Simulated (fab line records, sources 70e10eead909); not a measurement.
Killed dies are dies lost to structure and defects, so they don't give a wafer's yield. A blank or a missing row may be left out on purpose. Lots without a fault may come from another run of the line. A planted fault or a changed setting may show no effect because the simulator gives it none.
fab line records | flow nand_harc
record lots=15 wafers=45 last_day=25
route steps=1159 shown P_BONDPAD@385 A_START@389 A_ONON_D1@440 END@1159
lots that met no fault: from a run of the same line without faults
start_h: hours from the record's first day to the start of the lot's first wafer shown | wait_h: hours since the lot's step before | " the same as in the row above | L1.1+2: a row that stands for several wafers | - no value, or no start given | * or withheld: withheld | < > ~ a bound
route shown NAME@n: a module of which the file shows steps, and the number in the route of the first | usual: mean/standard deviation of fault-free wafers | same: alike in all rows | chamber/n: place in a boat | sites: the reading at each site | _std_site: their standard deviation | _edge_site: outer sites' mean less inner sites' | radius_mm: how far each site lies from the wafer's centre | mask NAME#n: copy n | behind: the tool/chamber that last shaped the wafer | hold: why the lot was held/for how many hours/how that ended | device: the transistor (n, p or np) that didn't switch | end of line: the same wafers' tests at the end of the route | a step without rows: its recipe alone | killed: dies lost to structure and defects at the first sort, not the wafer's yield | map: a wafer's dies, x killed, . not, _ none there
set.NAME: the setting as run; set.NAME@STEP: as run at that earlier step | model.NAME: the simulator's own value behind a step, which no gauge read
steps of the route over a sample of lots; a table a step, a row a wafer
services: from which hour (start_h, from the record's first day; less than 0 if before it) a tool's chamber was out of use, for how many hours, and why
## steps
# step NHARC_P_BONDPAD_INSPECT_23
# usual raw_defect_count=320/110
# columns lot.wafer tool chamber start_h wait_h raw_defect_count
L582.1 defect_inspect-02 - 130.62 0.1 186
L582.4 " - " " 223
L582.5 " - " " 259
L583.1 defect_inspect-01 - 131.88 0.0 455
L583.3 " - " " 238
L583.6 " - " " 275
L585.2 defect_inspect-01 - 147.14 0.0 312
L585.4 " - " " 329
L585.5 " - " " 331
L584.2 defect_inspect-01 - 147.98 0.0 242
L584.4 " - " " 396
L584.6 " - " " 359
L586.1 defect_inspect-02 - 149.34 0.0 417
L586.3 " - " " 308
L586.4 " - " " 307
L587.2 defect_inspect-01 - 161.20 0.0 588
L587.3 " - " " 490
L587.6 " - " " 540
L590.2 defect_inspect-01 - 184.07 0.0 270
L590.3 " - " " 245
L590.5 " - " " 311
L594.1 defect_inspect-01 - 215.81 0.0 448
L594.4 " - " " 224
L594.6 " - " " 376
L595.3 defect_inspect-01 - 216.45 0.0 159
L595.4 " - " " 210
L595.5 " - " " 257
L597.3 defect_inspect-01 - 218.01 0.0 299
L597.5 " - " " 240
L597.6 " - " " 134
L598.1 defect_inspect-01 - 231.89 0.0 351
L598.3 " - " " 526
L598.6 " - " " 476
L600.1 defect_inspect-01 - 243.76 0.0 607
L600.3 " - " " 512
L600.6 " - " " 319
L602.1 defect_inspect-01 - 255.29 0.0 157
L602.3 " - " " 168
L602.5 " - " " 262
L603.1 defect_inspect-01 - 259.36 0.0 531
L603.2 " - " " 341
L603.3 " - " " 318
L605.2 defect_inspect-02 - 268.31 0.0 355
L605.3 " - " " 224
L605.5 " - " " 223
# step NHARC_A_START_INSPECT_01
# usual raw_defect_count=3.3/1.9
# columns lot.wafer tool chamber start_h wait_h raw_defect_count
L582.1 defect_inspect-02 - 131.45 - 2
L582.4 " - " " 5
L582.5 " - " " 1
L583.1 defect_inspect-01 - 132.35 - 4
L583.3 " - " " 2
L583.6 " - " " 3
L585.2 defect_inspect-01 - 147.65 - 2
L585.4 " - " " 3
L585.5 " - " " 2
L584.2 defect_inspect-02 - 148.46 - 1
L584.4 " - " " 1
L584.6 " - " " 1
L586.1 defect_inspect-01 - 149.81 - 6
L586.3 " - " " 4
L586.4 " - " " 2
L587.2 defect_inspect-01 - 161.67 - 2
L587.3 " - " " 7
L587.6 " - " " 4
L590.2 defect_inspect-01 - 184.56 - 3
L590.3 " - " " 4
L590.5 " - " " 1
L594.1 defect_inspect-02 - 216.29 - 2
L594.4 " - " " 5
L594.6 " - " " 2
L595.3 defect_inspect-02 - 216.92 - 7
L595.4 " - " " 4
L595.5 " - " " 3
L597.3 defect_inspect-02 - 218.48 - 2
L597.5 " - " " 5
L597.6 " - " " 3
L598.1 defect_inspect-01 - 232.36 - 3
L598.3 " - " " 3
L598.6 " - " " 8
L600.1 defect_inspect-01 - 244.23 - 2
L600.3 " - " " 4
L600.6 " - " " 6
L602.1 defect_inspect-01 - 255.79 - 3
L602.3 " - " " 5
L602.5 " - " " 7
L603.1 defect_inspect-01 - 259.83 - 8
L603.2 " - " " 3
L603.3 " - " " 5
L605.2 defect_inspect-01 - 268.79 - 5
L605.3 " - " " 1
L605.5 " - " " 2
# step NHARC_A_ONON_D1_DEP_22
# recipe target_thk_a=10000 n2_flow_sccm=2750 n2o_flow_sccm=2000 nh3_flow_sccm=500 sih4_flow_sccm=210 temp_c=400
# usual n2_flow_sccm=2750/8.5 n2o_flow_sccm=2001/6.2
# columns lot.wafer tool chamber start_h wait_h n2_flow_sccm n2o_flow_sccm
L583.1 pecvd_onon-01 0 164.71 0.1 2747 2001
L583.3 " 0 " " 2738 2002
L583.6 " 0 " " 2761 1992
L582.1 pecvd_onon-02 0 164.92 0.1 2758 1996
L582.4 " 0 " " 2749 1996
L582.5 " 0 " " 2749 1996
L584.2 pecvd_onon-01 0 184.67 0.1 2753 2000
L584.4 " 0 " " 2755 2014
L584.6 " 0 " " 2751 2010
L586.1 pecvd_onon-02 0 184.88 0.3 2738 1999
L586.3 " 0 " " 2739 2000
L586.4 " 0 " " 2748 2000
L585.2 pecvd_onon-03 0 184.94 0.4 2765 2002
L585.4 " 0 " " 2753 2001
L585.5 " 0 " " 2740 1998
L587.2 pecvd_onon-03 0 198.66 0.1 2755 1999
L587.3 " 0 " " 2751 2005
L587.6 " 0 " " 2744 2000
L590.2 pecvd_onon-02 0 218.49 0.1 2754 2007
L590.3 " 0 " " 2764 2000
L590.5 " 0 " " 2746 2013
L594.1 pecvd_onon-01 - 254.28 0.1 - -
L594.4 " - " " - -
L594.6 " - " " - -
L597.3 pecvd_onon-03 - 254.39 0.2 - -
L597.5 " - " " - -
L597.6 " - " " - -
L595.3 pecvd_onon-02 - 254.43 0.2 - -
L595.4 " - " " - -
L595.5 " - " " - -
L598.1 pecvd_onon-02 0 270.51 0.1 2749 2006
L598.3 " 0 " " 2762 2007
L598.6 " 0 " " 2750 2007
L600.1 pecvd_onon-03 0 280.37 0.1 2750 2005
L600.3 " 0 " " 2746 2008
L600.6 " 0 " " 2740 2003
L602.1 pecvd_onon-01 0 290.37 0.1 2751 2002
L602.3 " 0 " " 2749 2001
L602.5 " 0 " " 2759 2005
L603.1 pecvd_onon-03 0 299.98 0.1 2741 1993
L603.2 " 0 " " 2746 2004
L603.3 " 0 " " 2753 2009
L605.2 pecvd_onon-03 0 308.93 0.1 2742 2002
L605.3 " 0 " " 2758 1998
L605.5 " 0 " " 2729 2000
# step NHARC_A_ONON_D1_INSPECT_32
# usual raw_defect_count=74/28
# columns lot.wafer tool chamber start_h wait_h raw_defect_count
L582.1 defect_inspect-02 - 167.16 0.0 44
L582.4 " - " " 56
L582.5 " - " " 49
L583.1 defect_inspect-01 - 167.19 0.1 31
L583.3 " - " " 29
L583.6 " - " " 54
L584.2 defect_inspect-01 - 186.84 0.0 61
L584.4 " - " " 73
L584.6 " - " " 61
L586.1 defect_inspect-01 - 187.06 0.0 35
L586.3 " - " " 75
L586.4 " - " " 69
L585.2 defect_inspect-01 - 187.24 0.1 37
L585.4 " - " " 86
L585.5 " - " " 50
L587.2 defect_inspect-01 - 200.84 0.1 57
L587.3 " - " " 94
L587.6 " - " " 66
L590.2 defect_inspect-01 - 220.86 0.0 82
L590.3 " - " " 49
L590.5 " - " " 52
L594.1 defect_inspect-01 - 256.48 0.0 61
L594.4 " - " " 36
L594.6 " - " " 77
L595.3 defect_inspect-01 - 256.53 0.0 61
L595.4 " - " " 64
L595.5 " - " " 97
L597.3 defect_inspect-01 - 256.61 0.0 74
L597.5 " - " " 103
L597.6 " - " " 93
L598.1 defect_inspect-01 - 272.69 0.0 99
L598.3 " - " " 108
L598.6 " - " " 99
L600.1 defect_inspect-01 - 282.56 0.0 108
L600.3 " - " " 69
L600.6 " - " " 61
L602.1 defect_inspect-01 - 292.54 0.0 83
L602.3 " - " " 71
L602.5 " - " " 102
L603.1 defect_inspect-01 - 302.22 0.0 72
L603.2 " - " " 83
L603.3 " - " " 116
L605.2 defect_inspect-01 - 311.06 0.0 95
L605.3 " - " " 98
L605.5 " - " " 79
# step NHARC_END_SORT_01
# recipe temp_c=25
# usual killed_at_array=26/9 killed_at_other=0.8/1.2 killed_at_periphery=3.2/2.3 killed_dies=30/9.1 killed_open=3.5/2 killed_short=1.8/1.4
# same gross_dies=677
# columns lot.wafer tool chamber start_h wait_h killed_at_array killed_at_other killed_at_periphery killed_dies killed_open killed_short
L594.1 prober-02 0 514.07 2.5 672 1 4 677 3 4
L594.4 prober-02 0 516.50 3.4 675 0 2 677 2 0
L594.6 prober-02 0 518.12 4.0 674 0 3 677 3 2
L595.3 prober-01 0 515.66 3.1 676 0 1 677 3 1
L595.4 prober-01 0 516.46 3.4 676 0 1 677 2 2
L595.5 prober-01 0 517.26 3.7 677 0 0 677 2 1
L597.3 prober-02 0 532.45 3.1 675 0 2 677 7 2
L597.5 prober-02 0 534.07 3.7 671 0 6 677 1 2
L597.6 prober-02 0 534.88 4.1 674 1 2 677 2 3
# killed by level:class
L594.1 A_ONON_D1:area_dep=650 A_SLIT:chamber_film_flake=9 A_CHANNEL_HOLE_D1:chamber_film_flake=4 A_CONTACT:chamber_film_flake=3 A_WL_FILL:geometric_particle:short=2 P_M1:chamber_film_flake=2 P_M0:geometric_particle:short=1 A_CHANNEL_FILL_D1:geometric_particle:short=1
L595.3 A_ONON_D1:area_dep=641 A_CHANNEL_HOLE_D1:chamber_film_flake=13 A_SLIT:chamber_film_flake=12 A_CONTACT:chamber_film_flake=5 P_CONTACT:geometric_particle:open=1 A_ONON_D1:geometric_particle:short=1 A_ONON_D1:geometric_particle:open=1 A_CONTACT:geometric_particle:open=1
L595.4 A_ONON_D1:area_dep=633 A_CHANNEL_HOLE_D1:chamber_film_flake=18 A_SLIT:chamber_film_flake=14 A_CONTACT:chamber_film_flake=5 P_CONTACT:geometric_particle:open=1 A_CHANNEL_FILL_D1:geometric_particle:short=1 A_CONTACT:geometric_particle:short=1 A_BLC:geometric_particle:open=1
L594.4 A_ONON_D1:area_dep=654 A_SLIT:chamber_film_flake=13 A_CHANNEL_HOLE_D1:chamber_film_flake=3 A_STAIRCASE:chamber_film_flake=2 P_M1:geometric_particle:open=1 A_CHANNEL_HOLE_D1:geometric_particle:open=1 P_ZERO_WELL:chamber_film_flake=1 A_WL_FILL:chamber_film_flake=1
L595.5 A_ONON_D1:area_dep=637 A_CHANNEL_HOLE_D1:chamber_film_flake=15 A_SLIT:chamber_film_flake=13 A_CONTACT:chamber_film_flake=4 A_CHANNEL_FILL_D1:chamber_film_flake=3 A_STAIRCASE:chamber_film_flake=2 A_ONON_D1:geometric_particle:short=1 A_CONTACT:geometric_particle:open=1
L594.6 A_ONON_D1:area_dep=654 A_SLIT:chamber_film_flake=8 A_CHANNEL_HOLE_D1:chamber_film_flake=4 A_CONTACT:chamber_film_flake=4 P_CONTACT:geometric_particle:open=1 P_M2:geometric_particle:short=1 A_ONON_D1:geometric_particle:short=1 A_CHANNEL_FILL_D1:geometric_particle:open=1
L597.3 A_ONON_D1:area_dep=660 A_STAIRCASE:chamber_film_flake=3 A_ZERO_WELL:chamber_film_flake=2 A_CONTACT:chamber_film_flake=2 P_GATE:geometric_particle:open=1 P_M0:geometric_particle:open=1 A_CHANNEL_HOLE_D1:geometric_particle:open=1 A_CHANNEL_FILL_D1:geometric_particle:short=1
L597.5 A_ONON_D1:area_dep=662 A_CHANNEL_HOLE_D1:chamber_film_flake=3 P_GATE:chamber_film_flake=2 A_CONTACT:chamber_film_flake=2 P_M0:geometric_particle:open=1 P_M0:geometric_particle:short=1 A_M0:geometric_particle:short=1 P_ZERO_WELL:chamber_film_flake=1
L597.6 A_ONON_D1:area_dep=661 A_STAIRCASE:chamber_film_flake=3 A_CHANNEL_HOLE_D1:chamber_film_flake=2 A_CONTACT:chamber_film_flake=2 A_CHANNEL_FILL_D1:geometric_particle:short=1 A_SGD_CUT:geometric_particle:short=1 A_WL_FILL:geometric_particle:open=1 A_M0:geometric_particle:open=1
## services
# columns tool chamber start_h hours kind
pecvd_onon-03 - 153.00 13.0 pm
pecvd_onon-01 - 195.00 13.0 pm
pecvd_onon-02 - 292.00 13.0 pm
## key
first_sign step=NHARC_A_ONON_D1_DEP_22 reading=tool_record direction=missing
effect step=NHARC_END_SORT_01 reading=killed_at_array direction=up sigmas=72 usual=26 struck=674
more_kills_born_at NHARC_A_ONON_D1_DEP_22@pecvd_onon-03=1983 NHARC_A_ONON_D1_DEP_22@pecvd_onon-01=1958 NHARC_A_ONON_D1_DEP_22@pecvd_onon-02=1911
met_at NHARC_A_ONON_D1_DEP_22
struck_lots L594,L595,L597
later_rows_left_out L594.1,L594.4,L594.6,L595.3,L595.4,L595.5,L597.3,L597.5,L597.6
tester_left_out L594,L595,L597
not_acting_at NHARC_P_BONDPAD_INSPECT_23,NHARC_A_START_INSPECT_01,NHARC_A_ONON_D1_INSPECT_32
onset_between 218.49 254.28
fault kind=skipped_step_whole tool=pecvd_onon-01,pecvd_onon-02,pecvd_onon-03 chamber=- onset_h=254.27 steps=NHARC_A_ONON_D1_DEP_22 scope=struck_lots_only
# tester_left_out: of these lots the tester's yield and bins aren't shown, on N5 and GAA mostly nor the transistor test; their killed dies are dies lost to structure and defects alone, not to doping, threshold or leakage, so they don't give the yield
# later_rows_left_out: the simulator's readings of these wafers behind a module that went badly wrong aren't trusted and aren't shown, but for the sort
